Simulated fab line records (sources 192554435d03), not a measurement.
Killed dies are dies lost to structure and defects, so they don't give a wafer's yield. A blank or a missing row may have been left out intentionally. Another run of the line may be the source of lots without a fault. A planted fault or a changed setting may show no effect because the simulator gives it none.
The tool behind it: which one? ; flow n5_finfet ; 9 lots, 27 wafers sampled, at 5 steps of a route of 1938

WHAT THE GAUGES READ, wafer by wafer
N5_BEOL_M4_RC_MEAS_101. Usual: DIBL_N 36.4 mV/V, standard deviation 1.4; DIBL_P 36.3 mV/V, standard deviation 1.8; IOFF_N 0.163 nA/um, standard deviation 0.024; IOFF_P 0.21 nA/um, standard deviation 0.034; ION_N 673 uA/um, standard deviation 11; ION_P 461 uA/um, standard deviation 7.4; SS_N 71.6 mV/dec, standard deviation 0.52; SS_P 73.3 mV/dec, standard deviation 0.58; VT_N 249.4 mV, standard deviation 2.5; VT_P -250 mV, standard deviation 3.5.
lot;measured;on;DIBL_N (mV/V);DIBL_P (mV/V);IOFF_N (nA/um);IOFF_P (nA/um);ION_N (uA/um);ION_P (uA/um);SS_N (mV/dec);SS_P (mV/dec);VT_N (mV);VT_P (mV);flag
L637;day 9 09:47;prober-01;37.5 39.0 37.6;38.4 39.6 38.6;0.198 0.209 0.190;0.24 0.26 0.24;678 679 682;458 460 469;72.5 72.6 71.7;74.3 74.2 73.8;247.3 246.0 248.4;-249 -252 -249;
L639;day 9 17:22;prober-01;34.1 35.7 34.1;35.5 37.6 35.9;0.139 0.168 0.138;0.18 0.22 0.19;652 668 656;448 455 455;71.5 71.9 71.8;73.3 73.5 73.8;253.9 249.8 253.2;-253 -252 -254;
L641;day 10 09:15;prober-01;36.0 34.4 35.0;35.9 34.8 34.5;0.159 0.137 0.145;0.20 0.18 0.18;652 651 659;450 451 446;72.2 70.9 71.7;73.1 72.5 73.3;250.4 252.9 254.1;-250 -254 -253;
L646;day 11 17:55;prober-01;35.4 35.2 37.6;36.1 35.5 38.1;0.172 0.160 0.204;0.22 0.21 0.25;688 664 683;466 464 463;72.0 70.9 71.9;73.5 73.1 74.3;246.6 251.5 245.7;-246 -246 -245;
L647;day 11 20:21;prober-01;35.4 34.9 36.1;36.8 35.6 36.5;0.153 0.145 0.154;0.22 0.20 0.21;674 648 666;461 450 458;71.8 71.6 71.9;72.6 73.0 73.0;250.4 251.5 252.0;-249 -251 -251;
L651;day 12 19:30;prober-02;37.2 36.8 36.7;37.3 36.7 37.1;0.153 0.150 0.156;0.21 0.20 0.21;674 665 679;457 459 463;72.6 71.8 71.8;73.9 73.5 73.9;250.4 252.3 251.0;-250 -251 -253;
L652;day 12 22:25;prober-01;39.8 38.6 38.2;39.1 37.8 37.4;0.201 0.186 0.171;0.26 0.25 0.23;667 684 666;458 467 463;71.8 71.5 71.7;74.0 73.6 73.3;250.8 249.1 248.9;-245 -245 -247;
L654;day 13 12:08;prober-02;35.3 34.5 35.9;31.4 30.9 32.4;0.130 0.117 0.137;0.15 0.14 0.16;674 669 660;453 450 446;71.3 70.8 70.6;72.9 72.6 72.0;250.6 251.5 250.8;-258 -257 -255;
L655;day 13 18:05;prober-01;37.4 40.3 36.6;35.5 38.7 33.9;0.158 0.217 0.146;0.23 0.30 0.22;674 691 656;466 465 458;71.0 72.4 71.6;73.2 73.9 72.1;249.3 245.3 254.2;-247 -242 -247;

WHAT TOOL EACH LOT RAN ON (gives the tool, then ch and the chambers of the sampled wafers, and finally the start)
lot;N5_MOL_CONTACT_COAG_CMP_23;N5_MOL_CONTACT_COAG_ALD_123;N5_MOL_CONTACT_COAG_ETCH_47;N5_MOL_CONTACT_COAG_ALD_133
L637;cmp-01 ch 1,2,3, day 6 03:58;ald_sin-02 ch 1,2,3, day 6 06:38;rie_diel-04 ch 0,2,3, day 6 09:23;ald_sin-03 ch 1,2, day 6 10:20
L639;cmp-01 ch 0,3, day 6 17:36;ald_sin-03 ch 0,2,3, day 6 20:19;rie_diel-03 ch 0,1, day 6 22:25;ald_sin-03 ch 1,3, day 6 23:21
L641;cmp-03 ch 0,1,3, day 7 06:46;ald_sin-01 ch 0,1, day 7 09:29;rie_diel-04 ch 2,3, day 7 11:29;ald_sin-03 ch 1,3, day 7 12:18
L646;cmp-01 ch 0,1,3, day 8 07:05;ald_sin-01 ch 1,2, day 8 10:01;rie_diel-03 ch 0,1,3, day 8 11:44;ald_sin-03 ch 1,2,3, day 8 12:45
L647;cmp-01 ch 0,1,2, day 8 17:52;ald_sin-02 ch 0,1,3, day 8 21:15;rie_diel-06 ch 0,3, day 8 23:00;ald_sin-03 ch 1,2,3, day 9 00:05
L651;cmp-02 ch 0,1, day 9 16:12;ald_sin-03 ch 1,2, day 9 18:54;rie_diel-03 ch 2,3, day 9 20:28;ald_sin-02 ch 1,2, day 9 21:16
L652;cmp-03 ch 0,1, day 9 21:22;ald_sin-01 ch 1,2, day 10 00:05;rie_diel-06 ch 0,3, day 10 01:47;ald_sin-01 ch 1,2,3, day 10 02:57
L654;cmp-02 ch 0,1,2, day 10 14:46;ald_sin-03 ch 0,1,3, day 10 17:29;rie_diel-03 ch 0,2, day 10 19:19;ald_sin-01 ch 1,2,3, day 10 20:19
L655;cmp-01 ch 0,1, day 10 22:05;ald_sin-02 ch 1,2,3, day 11 00:56;rie_diel-04 ch 0,1, day 11 03:08;ald_sin-02 ch 0,2, day 11 04:04
- N5_MOL_CONTACT_COAG_CMP_23: polishes, stops on SiO2, t overpolish 1.5 s, target thk 0 nm.
- N5_MOL_CONTACT_COAG_ALD_123: deposits SiNx, target thk 5 nm, pulse time 1 s, purge time 2 s.
- N5_MOL_CONTACT_COAG_ETCH_47: etches SiNx in CH3F/O2, stops on W, target depth 27 nm.
- N5_MOL_CONTACT_COAG_ALD_133: deposits SiO2, target thk 5 nm, pulse time 1 s, co reactant pulse time 1 s.

AS READ BY THE TOOLS THEMSELVES (means over the sampled wafers that have a number; for cases with no such wafer, the mark the record gives instead)
N5_MOL_CONTACT_COAG_CMP_23. Usual: motor_current_A 8.0 A, standard deviation 0.61; overpolish_run_s 1.499 s, standard deviation 0.0099; time_to_endpoint_s 9.3 s, standard deviation 2.1.
lot;tool;motor_current_A (A);overpolish_run_s (s);time_to_endpoint_s (s);flag
L637;cmp-01;7.9;1.496;8.6;
L639;cmp-01;7.3;1.500;12.5;
L641;cmp-03;7.4;1.498;12.0;
L646;cmp-01;7.9;1.503;10.6;
L647;cmp-01;8.4;1.512;10.5;
L651;cmp-02;7.6;1.509;8.3;
L652;cmp-03;7.8;1.490;8.8;
L654;cmp-02;7.6;1.501;6.1;
L655;cmp-01;8.5;1.500;10.8;

N5_MOL_CONTACT_COAG_ALD_123. Usual: heater_power_outer_w 514 W, standard deviation 64; heater_power_w 840 W, standard deviation 79; precursor_pulse_height_rel 1.000, standard deviation 0.019.
lot;tool;heater_power_outer_w (W);heater_power_w (W);precursor_pulse_height_rel;flag
L637;ald_sin-02;565;855;1.002;
L639;ald_sin-03;532;894;0.971;
L641;ald_sin-01;493;848;1.019;
L646;ald_sin-01;445;762;0.985;
L647;ald_sin-02;555;856;0.996;
L651;ald_sin-03;582;944;0.994;
L652;ald_sin-01;441;751;1.011;
L654;ald_sin-03;495;825;1.000;
L655;ald_sin-02;554;882;0.985;

N5_MOL_CONTACT_COAG_ETCH_47. Usual: chamber_pressure_mTorr 29.994 mTorr (standard deviation 0.027); drypump_motor_current_A 5.5 A (standard deviation 0.38); etch_rf_on_time_s 31.2 s (standard deviation 0.58); oes_product_au 0.73 a.u. (standard deviation 0.081); rf_vpp_V 298 V (standard deviation 3.2); showerhead_plenum_p_Torr 2.03 Torr (standard deviation 0.062); throttle_valve_pct 16.31 % (standard deviation 0.29).
lot;tool;chamber_pressure_mTorr (mTorr);drypump_motor_current_A (A);etch_rf_on_time_s (s);oes_product_au (a.u.);rf_vpp_V (V);showerhead_plenum_p_Torr (Torr);throttle_valve_pct (%);flag
L637;rie_diel-04;30.007;5.5;31.0;0.80;297;2.07;16.04;
L639;rie_diel-03;30.014;5.2;31.3;0.75;295;1.97;16.34;
L641;rie_diel-04;30.018;5.6;30.7;0.80;298;2.04;15.84;
L646;rie_diel-03;30.005;5.5;31.8;0.76;297;2.00;16.42;
L647;rie_diel-06;29.993;5.8;31.5;0.64;296;2.01;16.35;
L651;rie_diel-03;29.972;5.7;31.4;0.83;301;2.08;16.29;
L652;rie_diel-06;29.975;6.2;31.7;0.63;299;2.04;16.47;
L654;rie_diel-03;29.982;5.3;31.3;0.75;297;2.01;16.25;
L655;rie_diel-04;29.982;5.7;30.6;0.78;298;2.07;16.30;

N5_MOL_CONTACT_COAG_ALD_133. Usual: heater_power_outer_w 41 W, standard deviation 5; heater_power_w 79 W, standard deviation 7.7; precursor_pulse_height_rel 1.001, standard deviation 0.024.
lot;tool;heater_power_outer_w (W);heater_power_w (W);precursor_pulse_height_rel;flag
L637;ald_sin-03;42;81;1.008;
L639;ald_sin-03;37;74;0.975;
L641;ald_sin-03;37;74;1.011;
L646;ald_sin-03;42;81;0.991;
L647;ald_sin-03;42;80;0.978;
L651;ald_sin-02;41;81;0.972;
L652;ald_sin-01;35;69;1.012;
L654;ald_sin-01;35;69;1.034;
L655;ald_sin-02;42;82;0.983;

THE ANSWER, worked out from the rows above alone
Rule: a lot is off if the mean of its wafers that have a number lies more than 3 standard deviations from the usual mean. A lot without any number at a reading at which 4 lots or more have one is off too. Where the step has rows for the other lots, those lots are counted as sound. First the gauges in route order, then the tools' own readings, where a lot's mean is used as printed above. At the first step where some lot is off, the reading lying furthest off is the one used; lots without a number count as furthest.
No lot is off on any of the readings shown, so nothing can be concluded from this.

WHAT THE SIMULATOR HAD PUT IN
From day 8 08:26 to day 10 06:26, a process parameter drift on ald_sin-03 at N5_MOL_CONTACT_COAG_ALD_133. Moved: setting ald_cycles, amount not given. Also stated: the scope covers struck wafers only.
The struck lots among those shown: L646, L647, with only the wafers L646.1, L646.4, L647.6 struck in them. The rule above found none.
